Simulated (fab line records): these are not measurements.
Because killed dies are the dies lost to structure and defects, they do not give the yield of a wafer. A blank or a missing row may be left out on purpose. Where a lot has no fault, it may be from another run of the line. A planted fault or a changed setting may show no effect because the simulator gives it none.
fab line records	flow n5Finfet
[record] lots = 7	wafers = 21
route steps=1938 shown BEOL_M7@1266 BEOL_M8@1335 BEOL_M9@1407 BEOL_M11@1536
startH: hours from the record's opening day to when the first of the lot's shown wafers began	waitH: hours from the lot's prior step to this one	" same as the row above	L1.1+2: one row covering several wafers at once	- either no value or no given start	* or withheld: withheld	< > ~ a bound
route shown NAME@n: a module of which the file shows steps, and the number in the route of the first	usual: mean/standard deviation of fault-free wafers	same: alike in all rows	chamber/n: place in a boat	sites: each site's reading	_std_site: standard deviation of those values	_edge_site: mean of outer sites minus mean of inner sites	radiusMm: for every site, how far away it sits from the centre of the wafer	mask NAME#n: copy n	behind: the last tool/chamber to shape the wafer	hold: what put the lot on hold/how long, in hours/how the hold closed	device: whichever transistor did not switch (one of n, p or np)	end of line: the same wafers' tests at the end of the route	for a step that has no rows: nothing shown but its recipe	killed: count of dies lost to structure and defects at first sort (not the wafer's yield)	map: a wafer's dies, marking killed ones x, the rest . and places with no die _
set.NAME: setting as actually run; set.NAME@STEP: the setting as run at that earlier step	model.NAME: the simulator's own value behind a step, which no gauge read
lots where settings were altered on purpose, with a table for each step and a row for each wafer
[[steps]]
[step N5_BEOL_M7_PECVD_70]
[recipe] material = SiO2	targetThkA = 200	tempC = 400	precursor = TEOS/O2	pressureTorr = 5.5	rfW = 450	teosFlowSccm = 53.8	gas = O2	flowSccm = 3000	timeS = 22.7
lot.wafer	tool	chamber	startH	waitH	set.timeS	model.SiO2_of_BEOL_M7_PECVD_70.thkNm
L075.2+6	pecvd-03	2	215.78	0.0	21.57	19.2
L075.3	"	1	"	"	22.7	20
L081.2	pecvd-03	0	245.81	0.0	22.7	19.6
L081.3	"	1	"	"	21.05	18
L081.6	"	0	"	"	22.7	20
L082.2	pecvd-01	1	246.29	0.0	24.25	21
L082.5	"	0	"	"	24.25	21.6
L082.6	"	1	"	"	24.25	21.8
L083.2	pecvd-01	2	280.01	0.1	22.7	19.6
L083.3	"	2	"	"	22.7	19.8
L083.4	"	0	"	"	22.7	20
L086.2+3	pecvd-02	2,0	311.13	0.0	22.7	19.8
L086.6	"	0	"	"	22.7	20
L089.1+5	pecvd-01	0,2	338.83	0.0	22.7	20.2
L089.6	"	0	"	"	22.7	20.6
L093.1	pecvd-01	2	368.31	0.0	22.7	19.6
L093.3	"	0	"	"	25.19	21.6
L093.4	"	2	"	"	22.7	19.8
[step N5_BEOL_M7_COAT_71]
[recipe] resist = underlayer	tempC = 205	timeS = 60	spinRpm = 1500	resistThkNm = 5
lot.wafer	tool	chamber	startH	waitH	set.spinRpm
L075.2+3+6	lithoTrack-02	0	-	-	1640
L081.2+6	lithoTrack-02	0	-	-	1376
L081.3	"	0	"	"	1500
L082.2+5	lithoTrack-05	0	-	-	1500
L082.6	"	0	"	"	1615
L083.2+4	lithoTrack-03	0	-	-	1342
L083.3	"	0	"	"	1500
L086.2+3+6	lithoTrack-05	0	-	-	1500
L089.1+5+6	lithoTrack-05	0	-	-	1500
L093.1+3	lithoTrack-05	0	-	-	1649
L093.4	"	0	"	"	1500
[step N5_BEOL_M7_EXPOSE_25]
[recipe] maskId = V6	na = 0.33	sourceShape = annular	sigmaInner = 0.4	sigmaOuter = 0.8	polarization = unpolarized	targetCdNm = 40	doseMj = 42.5
lot.wafer	tool	chamber	startH	waitH	mask	set.doseMj
L075.2+3	euvScanner-01	0	219.17	-	V6#0	42.5
L075.6	"	0	"	"	V6#0	41.07
L081.2+6	euvScanner-01	0	260.25	-	V6#0	44.11
L081.3	"	0	"	"	V6#0	42.5
L082.2+5+6	euvScanner-01	0	260.34	-	V6#0	42.5
L083.2+3	euvScanner-01	0	283.53	-	V6#0	42.5
L083.4	"	0	"	"	V6#0	45.25
L086.2+3+6	euvScanner-01	0	314.22	-	V6#0	42.5
L089.1	euvScanner-02	0	341.78	-	V6#0	44.65
L089.5+6	"	0	"	"	V6#0	42.5
L093.1	euvScanner-01	0	371.22	-	V6#0	42.5
L093.3+4	"	0	"	"	V6#0	40
[step N5_BEOL_M7_PEB_26]
[recipe] pebTempC = 100	pebTimeS = 60	resist = CAR-EUV
[step N5_BEOL_M7_DEVELOP_27]
[recipe] developTimeS = 30	developer = TMAH	resist = CAR-EUV	rinseLiquid = surfactantRinse	dry = airSpin	devTempC = 23
[step N5_BEOL_M7_CD_MEAS_28]
[recipe] targetCdNm = 40	landingEnergyEv = 500	detector = seInlens
[usual] cdNm = 39.87/0.22
lot.wafer	tool	chamber	startH	waitH	set.doseMj@BEOL_M7_EXPOSE_25	cdNm
L075.2	cdSem-02	0	219.30	-	42.5	39.88
L075.3	"	0	"	"	42.5	40.10
L075.6	"	0	"	"	41.07	38.92
L081.2	cdSem-01	0	260.38	-	44.11	40.51
L081.3	"	0	"	"	42.5	39.61
L081.6	"	0	"	"	44.11	40.64
L082.2	cdSem-01	0	260.46	-	42.5	39.82
L082.5	"	0	"	"	42.5	39.55
L082.6	"	0	"	"	42.5	40.36
L083.2	cdSem-03	0	283.65	-	42.5	39.82
L083.3	"	0	"	"	42.5	39.66
L083.4	"	0	"	"	45.25	41.08
L086.2	cdSem-02	0	314.34	-	42.5	39.93
L086.3	"	0	"	"	42.5	40.15
L086.6	"	0	"	"	42.5	39.81
L089.1	cdSem-01	0	341.91	-	44.65	40.93
L089.5	"	0	"	"	42.5	39.55
L089.6	"	0	"	"	42.5	40.39
L093.1	cdSem-03	0	371.36	-	42.5	39.84
L093.3	"	0	"	"	40	38.74
L093.4	"	0	"	"	40	38.19
[step N5_BEOL_M7_DESCUM_33]
[recipe] chemistry = O2	timeS = 7	sourcePowerW = 50	biasPowerW = 20	pressureMtorr = 20	rfFrequencyHz = 2.712e+07	tempC = 40	resist = CAR-EUV	o2FlowSccm = 225
lot.wafer	tool	chamber	startH	waitH	set.doseMj@BEOL_M7_EXPOSE_25	model.BEOL_M7.cdNm
L075.2	rieDiel-04	3	219.42	0.0	42.5	39.8
L075.3	"	2	"	"	42.5	40
L075.6	"	3	"	"	41.07	39.2
L081.2+6	rieDiel-01	0	260.50	0.0	44.11	40.6
L081.3	"	2	"	"	42.5	40
L082.2+6	rieDiel-04	0,3	260.59	0.0	42.5	40
L082.5	"	0	"	"	42.5	39.8
L083.2	rieDiel-01	3	283.87	0.1	42.5	39.8
L083.3	"	2	"	"	42.5	40
L083.4	"	1	"	"	45.25	41
L086.2+3+6	rieDiel-02	1,0,0	314.46	0.0	42.5	40
L089.1	rieDiel-01	1	342.04	0.0	44.65	41
L089.5	"	3	"	"	42.5	39.6
L089.6	"	0	"	"	42.5	40
L093.1	rieDiel-04	1	371.48	0.0	42.5	39.6
L093.3+4	"	3	"	"	40	38.4
[step N5_BEOL_M7_ETCH_72]
[recipe] chemistry = N2/H2	target = underlayer	targetDepthA = 65	maskMaterial = CAR-EUV	timeS = 5.2	ionEnergyEv = 200	pressureMtorr = 30	sourceW = 840	biasW = 150	n2FlowSccm = 200	h2FlowSccm = 200	ends = cleared
[usual] etchRfOnTimeS = 5.21/0.082
lot.wafer	tool	chamber	startH	waitH	set.spinRpm@BEOL_M7_COAT_71	etchRfOnTimeS	model.etch.depthNm
L075.2	rieDiel-04	3	219.45	0.0	1640	4.89	4.787
L075.3	"	2	"	"	1640	5.14	4.786
L075.6	"	3	"	"	1640	4.96	4.799
L081.2	rieDiel-01	0	260.53	0.0	1376	5.32	5.219
L081.3	"	2	"	"	1500	5.17	5.002
L081.6	"	0	"	"	1376	5.40	5.217
L082.2	rieDiel-04	0	260.62	0.0	1500	5.22	4.998
L082.5	"	0	"	"	1500	5.28	5.01
L082.6	"	3	"	"	1615	4.97	4.816
L083.2	rieDiel-01	3	283.90	0.0	1342	5.52	5.294
L083.3	"	2	"	"	1500	5.14	5.014
L083.4	"	1	"	"	1342	5.37	5.291
L086.2	rieDiel-02	1	314.50	0.0	1500	5.19	5.015
L086.3	"	0	"	"	1500	5.34	5.002
L086.6	"	0	"	"	1500	5.30	4.997
L089.1	rieDiel-01	1	342.07	0.0	1500	5.24	4.986
L089.5	"	3	"	"	1500	5.27	4.991
L089.6	"	0	"	"	1500	5.22	4.993
L093.1	rieDiel-04	1	371.51	0.0	1649	4.84	4.77
L093.3	"	3	"	"	1649	4.89	4.771
L093.4	"	3	"	"	1500	5.15	4.993
[step N5_BEOL_M7_ETCH_65]
[recipe] chemistry = CF4	target = SiARC	targetDepthA = 156	maskMaterial = CAR-EUV	timeS = 26	ionEnergyEv = 80	pressureMtorr = 40	sourceW = 545	biasW = 36	Ar_flow_sccm = 100	cf4FlowSccm = 100	ends = cleared
[step N5_BEOL_M7_ETCH_66]
[recipe] chemistry = N2/H2	target = SOC	targetDepthA = 800	overetchA = 160	maskMaterial = SiARC	tempC = 40	timeS = 120	ionEnergyEv = 200	pressureMtorr = 30	sourceW = 840	biasW = 150	n2FlowSccm = 200	h2FlowSccm = 200
lot.wafer	tool	chamber	startH	waitH	set.doseMj@BEOL_M7_EXPOSE_25	model.BEOL_M7.cdNm
L075.2	rieDiel-04	3	219.50	0.0	42.5	39.8
L075.3	"	2	"	"	42.5	40
L075.6	"	3	"	"	41.07	39
L081.2	rieDiel-01	0	260.58	0.0	44.11	40.6
L081.3	"	2	"	"	42.5	39.8
L081.6	"	0	"	"	44.11	40.4
L082.2+5	rieDiel-04	0	260.67	0.0	42.5	39.8
L082.6	"	3	"	"	42.5	40
L083.2	rieDiel-01	3	283.95	0.0	42.5	39.8
L083.3	"	2	"	"	42.5	40
L083.4	"	1	"	"	45.25	41
L086.2+3	rieDiel-02	1,0	314.54	0.0	42.5	39.8
L086.6	"	0	"	"	42.5	39.6
L089.1	rieDiel-01	1	342.12	0.0	44.65	41
L089.5	"	3	"	"	42.5	39.6
L089.6	"	0	"	"	42.5	40
L093.1	rieDiel-04	1	371.56	0.0	42.5	39.6
L093.3	"	3	"	"	40	38.2
L093.4	"	3	"	"	40	38.4
[step N5_BEOL_M7_STRIP_69]
[recipe] chemistry = N2/H2	tempC = 40	n2FlowSccm = 200	h2FlowSccm = 200	rfFrequencyHz = 6e+07
[step N5_BEOL_M7_STRIP_73]
[recipe] chemistry = N2/H2	tempC = 40	n2FlowSccm = 200	h2FlowSccm = 200	rfFrequencyHz = 6e+07
[step N5_BEOL_M7_VIA_ETCH_34]
[recipe] chemistry = C4F6/O2	target = SiCOH_lowk	targetDepthA = 1255	maskMaterial = SOC	taperDeg = 4	timeS = 50.5	ionEnergyEv = 250	pressureMtorr = 30	sourceW = 345	biasW = 185	Ar_flow_sccm = 300	C4F6_flow_sccm = 10	O2_flow_sccm = 10
lot.wafer	tool	chamber	startH	waitH	set.doseMj@BEOL_M7_EXPOSE_25	model.BEOL_M7.cdNm
L075.2	rieDiel-04	3	219.60	0.0	42.5	39.6
L075.3	"	2	"	"	42.5	40
L075.6	"	3	"	"	41.07	39
L081.2+6	rieDiel-01	0	260.68	0.0	44.11	40.6
L081.3	"	2	"	"	42.5	39.8
L082.2+5	rieDiel-04	0	260.77	0.0	42.5	39.8
L082.6	"	3	"	"	42.5	40
L083.2	rieDiel-01	3	284.05	0.0	42.5	39.8
L083.3	"	2	"	"	42.5	40
L083.4	"	1	"	"	45.25	41.2
L086.2+3	rieDiel-02	1,0	314.64	0.0	42.5	39.8
L086.6	"	0	"	"	42.5	39.6
L089.1	rieDiel-01	1	342.22	0.0	44.65	41
L089.5	"	3	"	"	42.5	39.6
L089.6	"	0	"	"	42.5	40.2
L093.1	rieDiel-04	1	371.66	0.0	42.5	39.8
L093.3+4	"	3	"	"	40	38.4
[step N5_BEOL_M8_PECVD_70]
[recipe] material = SiO2	targetThkA = 200	tempC = 400	precursor = TEOS/O2	pressureTorr = 5.5	rfW = 450	teosFlowSccm = 53.8	gas = O2	flowSccm = 3000	timeS = 22.7
lot.wafer	tool	chamber	startH	waitH	set.tempC	model.SiO2_of_BEOL_M8_PECVD_70.thkNm
L075.2	pecvd-04	0	225.01	0.1	394.5	21.2
L075.3	"	0	"	"	400	20.4
L075.6	"	0	"	"	394.5	21
L081.2	pecvd-03	2	264.18	0.0	400	19.8
L081.3	"	1	"	"	400	20
L081.6	"	2	"	"	409.9	18.8
L082.2	pecvd-03	0	264.54	0.0	400	20.2
L082.5+6	"	2,0	"	"	400	20.4
L083.2	pecvd-04	0	289.25	0.0	392.8	21
L083.3	"	2	"	"	400	20
L083.4	"	1	"	"	400	20.2
L086.2	pecvd-02	2	318.05	0.0	400	20.4
L086.3	"	1	"	"	400	20.6
L086.6	"	2	"	"	400	20.8
L089.1	pecvd-03	2	346.04	0.0	410.5	18.4
L089.5	"	0	"	"	400	20.4
L089.6	"	1	"	"	410.5	19
L093.1	pecvd-04	2	378.86	0.0	400	19.8
L093.3	"	0	"	"	400	20
L093.4	"	0	"	"	400	20.2
[step N5_BEOL_M8_DEVELOP_10]
[recipe] developTimeS = 30	developer = TMAH	resist = CAR-ArF	rinseLiquid = diw	dry = airSpin	devTempC = 23
lot.wafer	tool	chamber	startH	waitH	set.developTimeS
L075.2	lithoTrack-01	0	-	-	27.75
L075.3+6	"	0	"	"	30
L081.2+3+6	lithoTrack-01	0	-	-	30
L082.2+5+6	lithoTrack-01	0	-	-	30
L083.2+4	lithoTrack-04	0	-	-	27.51
L083.3	"	0	"	"	30
L086.2+3+6	lithoTrack-01	0	-	-	30
L089.1+5	lithoTrack-01	0	-	-	32.32
L089.6	"	0	"	"	30
L093.1+3+4	lithoTrack-01	0	-	-	30
[step N5_BEOL_M8_STRIP_80]
[recipe] chemistry = N2/H2	timeS = 10	powerW = 450	tempC = 40	pressureMtorr = 20	rfFrequencyHz = 6e+07	biasPowerW = 7	n2FlowSccm = 200	h2FlowSccm = 200
[step N5_BEOL_M8_HM_STRIP_39]
[recipe] chemistry = peroxideTinStrip	material = TiN	targetDepthA = 250	tempC = 50	timeS = 158
lot.wafer	tool	chamber	startH	waitH	set.tempC@BEOL_M8_PECVD_70	model.SiO2_of_BEOL_M8_PECVD_70.thkNm
L075.2	wetBench-01	6	229.62	0.0	394.5	21
L075.3	"	5	"	"	400	20.2
L075.6	"	2	"	"	394.5	20.8
L081.2	wetBench-01	1	269.02	0.0	400	19.6
L081.3	"	3	"	"	400	19.8
L081.6	"	2	"	"	409.9	18.6
L082.2	wetBench-05	7	269.06	0.0	400	20
L082.5	"	6	"	"	400	20.2
L082.6	"	1	"	"	400	20.4
L083.2	wetBench-06	7	296.34	0.0	392.8	20.8
L083.3	"	4	"	"	400	19.8
L083.4	"	3	"	"	400	20.2
L086.2+3	wetBench-01	7,5	322.41	0.0	400	20.4
L086.6	"	0	"	"	400	20.8
L089.1	wetBench-05	1	351.10	0.0	410.5	18.4
L089.5	"	4	"	"	400	20.2
L089.6	"	3	"	"	410.5	18.8
L093.1	wetBench-05	4	381.65	0.0	400	19.6
L093.3+4	"	3,1	"	"	400	20
[step N5_BEOL_M9_COAT_60]
[recipe] resist = SiARC	tempC = 220	timeS = 60	spinRpm = 1500	resistThkNm = 30
lot.wafer	tool	chamber	startH	waitH	set.spinRpm	model.SiARC_of_BEOL_M9_COAT_60.thkNm
L075.2	lithoTrack-03	0	-	-	1500	30.2
L075.3+6	"	0	"	"	1407	31
L081.2	lithoTrack-02	0	-	-	1500	29.8
L081.3+6	"	0	"	"	1500	30
L082.2	lithoTrack-02	0	-	-	1500	30
L082.5	"	0	"	"	1500	30.2
L082.6	"	0	"	"	1380	31.4
L083.2+3	lithoTrack-02	0	-	-	1500	29.8
L083.4	"	0	"	"	1500	30
L086.2	lithoTrack-02	0	-	-	1500	29.8
L086.3+6	"	0	"	"	1500	30
L089.1+5	lithoTrack-03	0	-	-	1500	30
L089.6	"	0	"	"	1500	30.2
L093.1+4	lithoTrack-03	0	-	-	1646	28.6
L093.3	"	0	"	"	1500	30
[step N5_BEOL_M9_DESCUM_16]
[recipe] chemistry = O2	timeS = 7.9	sourcePowerW = 50	biasPowerW = 20	pressureMtorr = 20	rfFrequencyHz = 2.712e+07	tempC = 40	resist = CAR-ArF	o2FlowSccm = 225
lot.wafer	tool	chamber	startH	waitH	set.timeS
L075.2	rieDiel-04	3	235.81	0.0	9.54
L075.3+6	"	1,3	"	"	7.9
L081.2	rieDiel-02	0	274.01	0.0	7.9
L081.3+6	"	1,0	"	"	8.73
L082.2+5+6	rieDiel-04	0,2,1	274.26	0.1	7.9
L083.2+3+4	rieDiel-01	2,3,0	302.85	0.0	7.9
L086.2+3+6	rieDiel-02	2,0,3	326.68	0.0	7.9
L089.1+5+6	rieDiel-04	1,2,1	358.73	0.2	7.9
L093.1+3	rieDiel-04	3,1	388.67	0.4	8.504
L093.4	"	3	"	"	7.9
[step N5_BEOL_M9_ETCH_61]
[recipe] chemistry = CF4	target = SiARC	targetDepthA = 390	maskMaterial = CAR-ArF	timeS = 65	ionEnergyEv = 80	pressureMtorr = 40	sourceW = 545	biasW = 36	Ar_flow_sccm = 100	cf4FlowSccm = 100	ends = cleared
lot.wafer	tool	chamber	startH	waitH	set.spinRpm@BEOL_M9_COAT_60	model.etch.depthNm
L075.2	rieDiel-04	3	235.84	0.0	1500	30.17
L075.3	"	1	"	"	1407	31
L075.6	"	3	"	"	1407	31.04
L081.2	rieDiel-02	0	274.04	0.0	1500	29.81
L081.3	"	1	"	"	1500	30.02
L081.6	"	0	"	"	1500	29.99
L082.2	rieDiel-04	0	274.29	0.0	1500	30.05
L082.5	"	2	"	"	1500	30.12
L082.6	"	1	"	"	1380	31.4
L083.2	rieDiel-01	2	302.89	0.0	1500	29.85
L083.3	"	3	"	"	1500	29.89
L083.4	"	0	"	"	1500	29.96
L086.2	rieDiel-02	2	326.72	0.0	1500	29.88
L086.3	"	0	"	"	1500	29.98
L086.6	"	3	"	"	1500	29.9
L089.1	rieDiel-04	1	358.77	0.0	1500	30.04
L089.5	"	2	"	"	1500	30.02
L089.6	"	1	"	"	1500	30.11
L093.1	rieDiel-04	3	388.70	0.0	1646	28.59
L093.3	"	1	"	"	1500	29.93
L093.4	"	3	"	"	1646	28.6
[step N5_BEOL_M9_ETCH_62]
[recipe] chemistry = N2/H2	target = SOC	targetDepthA = 1100	overetchA = 220	maskMaterial = SiARC	tempC = 40	timeS = 165	ionEnergyEv = 200	pressureMtorr = 30	sourceW = 840	biasW = 150	n2FlowSccm = 200	h2FlowSccm = 200
lot.wafer	tool	chamber	startH	waitH	set.spinRpm@BEOL_M9_COAT_60	model.SiARC_of_BEOL_M9_COAT_60.thkNm
L075.2	rieDiel-04	3	235.89	0.0	1500	23.6
L075.3+6	"	1,3	"	"	1407	24.6
L081.2	rieDiel-02	0	274.09	0.0	1500	23.4
L081.3+6	"	1,0	"	"	1500	23.6
L082.2	rieDiel-04	0	274.34	0.0	1500	23.6
L082.5	"	2	"	"	1500	23.8
L082.6	"	1	"	"	1380	24.8
L083.2+4	rieDiel-01	2,0	302.94	0.0	1500	23.4
L083.3	"	3	"	"	1500	23.6
L086.2+6	rieDiel-02	2,3	326.77	0.0	1500	23.4
L086.3	"	0	"	"	1500	23.6
L089.1	rieDiel-04	1	358.82	0.0	1500	23.4
L089.5	"	2	"	"	1500	23.8
L089.6	"	1	"	"	1500	23.6
L093.1+4	rieDiel-04	3	388.75	0.0	1646	22.2
L093.3	"	1	"	"	1500	23.4
[step N5_BEOL_M11_ILD_DEP_00]
[recipe] material = SiCOH_lowk	targetThkA = 3085.1	tempC = 300	precursor = DEMS/porogen	pressureTorr = 5	rfW = 500	timeS = 58
lot.wafer	tool	chamber	startH	waitH	set.timeS	model.SiCOH_lowk_of_BEOL_M11_ILD_DEP_00.thkNm
L075.2	pecvd-02	1	260.57	0.0	58	304
L075.3	"	0	"	"	58	310.4
L075.6	"	0	"	"	58	309.8
L081.2	pecvd-01	0	288.44	0.0	61.07	324
L081.3	"	1	"	"	58	305.8
L081.6	"	0	"	"	61.07	333.4
L082.2	pecvd-02	2	290.49	0.0	58	303.2
L082.5	"	2	"	"	62.52	329.2
L082.6	"	1	"	"	58	309.6
L083.2	pecvd-02	1	317.51	0.0	58	306.2
L083.3	"	0	"	"	58	309.8
L083.4	"	0	"	"	58	310.4
L086.2	pecvd-01	1	341.42	0.0	58	305.6
L086.3	"	2	"	"	58	308.2
L086.6	"	2	"	"	58	311.2
L089.1	pecvd-03	1	375.80	0.0	58	310.8
L089.5	"	1	"	"	58	316.4
L089.6	"	0	"	"	58	312.4
L093.1	pecvd-01	0	405.50	0.0	62.13	326.8
L093.3	"	1	"	"	58	300.4
L093.4	"	0	"	"	58	307.2
[step N5_BEOL_M11_CURE_71]
[recipe] tempC = 385	timeS = 240	ambient = He/Ar	material = SiCOH_lowk
lot.wafer	tool	chamber	startH	waitH	set.timeS@BEOL_M11_ILD_DEP_00	model.SiCOH_lowk_of_BEOL_M11_ILD_DEP_00.thkNm
L075.2	uvCure-03	2	260.76	0.2	58	264
L075.3	"	2	"	"	58	269.8
L075.6	"	2	"	"	58	269.2
L081.2	uvCure-03	2	288.60	0.1	61.07	281.6
L081.3	"	2	"	"	58	265.6
L081.6	"	2	"	"	61.07	290
L082.2	uvCure-01	2	290.65	0.1	58	263.4
L082.5	"	2	"	"	62.52	286.4
L082.6	"	2	"	"	58	269
L083.2	uvCure-03	2	317.67	0.1	58	266
L083.3	"	2	"	"	58	269.2
L083.4	"	2	"	"	58	269.6
L086.2	uvCure-02	2	341.58	0.1	58	265.4
L086.3	"	2	"	"	58	267.6
L086.6	"	2	"	"	58	270.4
L089.1	uvCure-03	0	376.14	0.3	58	270
L089.5	"	0	"	"	58	275
L089.6	"	0	"	"	58	271.4
L093.1	uvCure-03	0	405.57	0.0	62.13	284.2
L093.3	"	0	"	"	58	261
L093.4	"	0	"	"	58	267
[step N5_BEOL_M11_THK_MEAS_01]
[recipe] reads = SiCOH_lowk_of_BEOL_M11_ILD_DEP_00
[usual] M11_ILD_THK = 268/3.4
lot.wafer	tool	chamber	startH	waitH	set.timeS@BEOL_M11_ILD_DEP_00	M11_ILD_THK[nm]
L075.2	filmMetro-01	-	261.19	0.4	58	264
L075.3	"	-	"	"	58	270
L075.6	"	-	"	"	58	269
L081.2	filmMetro-01	-	289.03	0.4	61.07	282
L081.3	"	-	"	"	58	266
L081.6	"	-	"	"	61.07	290
L082.2	filmMetro-02	-	291.08	0.4	58	263
L082.5	"	-	"	"	62.52	286
L082.6	"	-	"	"	58	269
L083.2	filmMetro-02	-	318.10	0.4	58	266
L083.3	"	-	"	"	58	269
L083.4	"	-	"	"	58	270
L086.2	filmMetro-01	-	342.01	0.4	58	265
L086.3	"	-	"	"	58	267
L086.6	"	-	"	"	58	270
L089.1	filmMetro-02	-	376.65	0.4	58	270
L089.5	"	-	"	"	58	275
L089.6	"	-	"	"	58	271
L093.1	filmMetro-02	-	406.09	0.4	62.13	284
L093.3	"	-	"	"	58	261
L093.4	"	-	"	"	58	267
[[key]]
[split] step = N5_BEOL_M7_PECVD_70	setting = timeS	stated = 22.7	by = wafer
[response] step = N5_BEOL_M7_PECVD_70	reading = model.SiO2_of_BEOL_M7_PECVD_70.thkNm	change = +0.192	per = 1%	r = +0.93
[split] step = N5_BEOL_M7_COAT_71	setting = spinRpm	stated = 1500	by = wafer
[response] step = N5_BEOL_M7_ETCH_72	reading = etchRfOnTimeS	change = *	per = 1%	r = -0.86
[response] step = N5_BEOL_M7_ETCH_72	reading = model.etch.depthNm	change = -0.0248	per = 1%	r = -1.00
[split] step = N5_BEOL_M7_EXPOSE_25	setting = doseMj	stated = 42.5	by = wafer
[response] step = N5_BEOL_M7_CD_MEAS_28	reading = cdNm	change = +0.226	per = 1%	r = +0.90
[response] step = N5_BEOL_M7_DESCUM_33	reading = model.BEOL_M7.cdNm	change = +0.195	per = 1%	r = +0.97
[response] step = N5_BEOL_M7_ETCH_66	reading = model.BEOL_M7.cdNm	change = +0.208	per = 1%	r = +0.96
[response] step = N5_BEOL_M7_VIA_ETCH_34	reading = model.BEOL_M7.cdNm	change = +0.219	per = 1%	r = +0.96
[split] step = N5_BEOL_M8_PECVD_70	setting = tempC	stated = 400	by = wafer
[response] step = N5_BEOL_M8_PECVD_70	reading = model.SiO2_of_BEOL_M8_PECVD_70.thkNm	change = -0.538	per = 1%	r = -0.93
[response] step = N5_BEOL_M8_HM_STRIP_39	reading = model.SiO2_of_BEOL_M8_PECVD_70.thkNm	change = -0.514	per = 1%	r = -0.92
[split] step = N5_BEOL_M8_DEVELOP_10	setting = developTimeS	stated = 30	by = wafer
response none clear
[split] step = N5_BEOL_M9_COAT_60	setting = spinRpm	stated = 1500	by = wafer
[response] step = N5_BEOL_M9_COAT_60	reading = model.SiARC_of_BEOL_M9_COAT_60.thkNm	change = -0.147	per = 1%	r = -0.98
[response] step = N5_BEOL_M9_ETCH_61	reading = model.etch.depthNm	change = -0.146	per = 1%	r = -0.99
[response] step = N5_BEOL_M9_ETCH_62	reading = model.SiARC_of_BEOL_M9_COAT_60.thkNm	change = -0.135	per = 1%	r = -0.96
[split] step = N5_BEOL_M9_DESCUM_16	setting = timeS	stated = 7.9	by = wafer
response none clear
[split] step = N5_BEOL_M11_ILD_DEP_00	setting = timeS	stated = 58	by = wafer
[response] step = N5_BEOL_M11_ILD_DEP_00	reading = model.SiCOH_lowk_of_BEOL_M11_ILD_DEP_00.thkNm	change = +3.32	per = 1%	r = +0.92
[response] step = N5_BEOL_M11_CURE_71	reading = model.SiCOH_lowk_of_BEOL_M11_ILD_DEP_00.thkNm	change = +2.93	per = 1%	r = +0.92
[response] step = N5_BEOL_M11_THK_MEAS_01	reading = M11_ILD_THK	change = +2.9	per = 1%	r = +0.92
